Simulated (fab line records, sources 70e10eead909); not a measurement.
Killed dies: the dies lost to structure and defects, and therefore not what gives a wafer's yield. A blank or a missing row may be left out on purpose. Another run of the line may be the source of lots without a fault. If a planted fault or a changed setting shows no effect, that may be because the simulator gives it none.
A lot that was struck, set against a sound lot | flow nand harc | 32 steps out of a route of 1302
Sound: the wafers L207.1, L207.4, L207.6. The struck wafers were L202.1, L202.4, L202.6. The cause comes at the end.
At each step with rows: each side's tool, then ch and its chambers, then its first start. Under that, the readings that differ: sound wafers | struck wafers | difference of the means | sigmas: that difference in standard deviations of wafers without a fault.
alike: words and numbers the same on both sides, and readings whose means are apart by under 2 such deviations; not compared: readings that were withheld, readings missing a value for some wafer, numbers with overlapping values and no deviation given by the record, and bounds like >300 which may hide the same value.
A row with sigmas, a row that says differs or no value, or rows on one side alone: a step with any of these is where the two part. When numbers do not overlap yet have no deviation, they are printed without sigmas and do not part them. A reading that every wafer of one side lacks parts them only if that side has two wafers or more.

first, 9 steps without rows for these wafers: NHARC_A_CHANNEL_HOLE_D1_DEP_00 (deposits aC, target thk 3100 nm); NHARC_A_CHANNEL_HOLE_D1_DEP_01 (deposits SiON, target thk 140 nm); NHARC_A_CHANNEL_HOLE_D1_DEHYDRATE_02 (time 120 s); NHARC_A_CHANNEL_HOLE_D1_HMDS_03 (time 30 s); NHARC_A_CHANNEL_HOLE_D1_COAT_36 (time 75 s); NHARC_A_CHANNEL_HOLE_D1_COAT_37 (time 65 s); NHARC_A_CHANNEL_HOLE_D1_COAT_04 (resist thk 90 nm); NHARC_A_CHANNEL_HOLE_D1_SOFTBAKE_05 (time 55 s); NHARC_A_CHANNEL_HOLE_D1_EBR_06.
NHARC_A_CHANNEL_HOLE_D1_EXPOSE_07: exposes mask HOLE D1, target cd 100 nm.
  sound on arfi scanner-01 ch 0, day 17 19:38; struck on arfi scanner-03 ch 0, day 15 11:28
  reading              | sound             | struck            | difference | sigmas
  exposure dose mJ cm2 | 59.51 59.58 59.59 | 62.38 62.35 62.41 | +2.82      | +48
  alike: mask
then, 2 steps without rows for these wafers: NHARC_A_CHANNEL_HOLE_D1_PEB_08 (peb time 65 s); NHARC_A_CHANNEL_HOLE_D1_DEVELOP_09 (develop time 35 s).
NHARC_A_CHANNEL_HOLE_D1_CD_MEAS_10 targets a cd of 100 nm.
  sound on cd sem-02 ch 0, day 17 19:47; struck on cd sem-03 ch 0, day 15 11:36
  reading    | sound            | struck            | difference | sigmas
  cd nm (nm) | 100.3 99.9 100.3 | 102.1 102.2 102.5 | +2.1       | +5
NHARC_A_CHANNEL_HOLE_D1_DESCUM_15: chemistry O2, time 3 s.
  sound on rie diel-11 ch 1,2, day 17 19:58; struck on rie diel-11 ch 0,1,2, day 15 11:49
  reading                            | sound             | struck            | difference | sigmas
  model.A_CHANNEL_HOLE_D1.cd nm (nm) | 100.5 100.3 100.8 | 101.6 102.3 102.5 | +1.6       |
  alike: drypump motor current A, oes product au, rf vpp V, showerhead plenum p Torr, throttle valve pct
  not compared: rf hours counter h
then, 16 steps without rows for these wafers: NHARC_A_CHANNEL_HOLE_D1_ETCH_38 (etches the open film in CF4, target depth 39 nm, time 65 s); NHARC_A_CHANNEL_HOLE_D1_ETCH_39 (etches the open film in N2/H2, target depth 260 nm, time 325 s); NHARC_A_CHANNEL_HOLE_D1_ETCH_34 (etches the open film in CF4/CHF3, target depth 154 nm, time 77 s); NHARC_A_CHANNEL_HOLE_D1_ETCH_16 (etches the open film in O2/COS, target depth 3100 nm, time 806 s); NHARC_A_CHANNEL_HOLE_D1_ETCH_19 (etches the open film in C4F8/O2/Ar, time 34.5 s); NHARC_A_CHANNEL_HOLE_D1_ETCH_20 (etches the open film in C4F8/O2/Ar, time 361.9 s, target depth 1600 nm); NHARC_A_CHANNEL_HOLE_D1_ETCH_21 (etches the open film in C4F8/O2/Ar, time 514.3 s, target depth 1600 nm); NHARC_A_CHANNEL_HOLE_D1_ETCH_22 (etches the open film in C4F8/O2/Ar, time 666.7 s, target depth 1600 nm); NHARC_A_CHANNEL_HOLE_D1_ETCH_23 (etches the open film in C4F8/O2/Ar, time 819 s, target depth 1600 nm); NHARC_A_CHANNEL_HOLE_D1_ETCH_24 (etches the open film in C4F8/O2/Ar, time 906.2 s, target depth 1500 nm); NHARC_A_CHANNEL_HOLE_D1_ETCH_25 (etches the open film in C4F8/O2/Ar, time 1040.2 s, target depth 1500 nm); NHARC_A_CHANNEL_HOLE_D1_ETCH_26 (etches the open film in C4F8/O2/Ar, time 224.1 s, target depth 300 nm); NHARC_A_CHANNEL_HOLE_D1_ETCH_33 (etches the open film in C4F8/O2/Ar, time 90 s, target depth 400 nm); NHARC_A_CHANNEL_HOLE_D1_STRIP_41 (strips in N2/H2); NHARC_A_CHANNEL_HOLE_D1_STRIP_42 (strips in CF4/CHF3); NHARC_A_CHANNEL_HOLE_D1_STRIP_43 (strips in O2/COS).
NHARC_A_CHANNEL_HOLE_D1_ETCH_44: etches the open film in CF4/O2, target depth 140 nm, overetch 14 nm, time 77 s.
  sound on rie diel-12 ch 1,3, day 18 02:57; struck on rie diel-11 ch 2,3, day 15 17:52
  reading                            | sound             | struck            | difference | sigmas
  model.A_CHANNEL_HOLE_D1.cd nm (nm) | 89.95 89.09 89.83 | 91.48 91.79 92.07 | +2.16      |
  alike: drypump motor current A, oes product au, rf vpp V, showerhead plenum p Torr, throttle valve pct
  not compared: rf hours counter h
then, 1 step without rows for these wafers: NHARC_A_CHANNEL_HOLE_D1_STRIP_27 (strips in O2).

WHERE THEY PART
At NHARC_A_CHANNEL_HOLE_D1_EXPOSE_07 first; at NHARC_A_CHANNEL_HOLE_D1_CD_MEAS_10 last (within this record only). Later steps at which nothing parts them and some readings are alike: NHARC_A_CHANNEL_HOLE_D1_DESCUM_15, NHARC_A_CHANNEL_HOLE_D1_ETCH_44.

WHY: what the simulator had put in
Process parameter drift: arfi scanner-03, from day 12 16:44 on, at NHARC_A_CHANNEL_HOLE_D1_EXPOSE_07. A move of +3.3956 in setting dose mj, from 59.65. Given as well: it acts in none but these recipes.
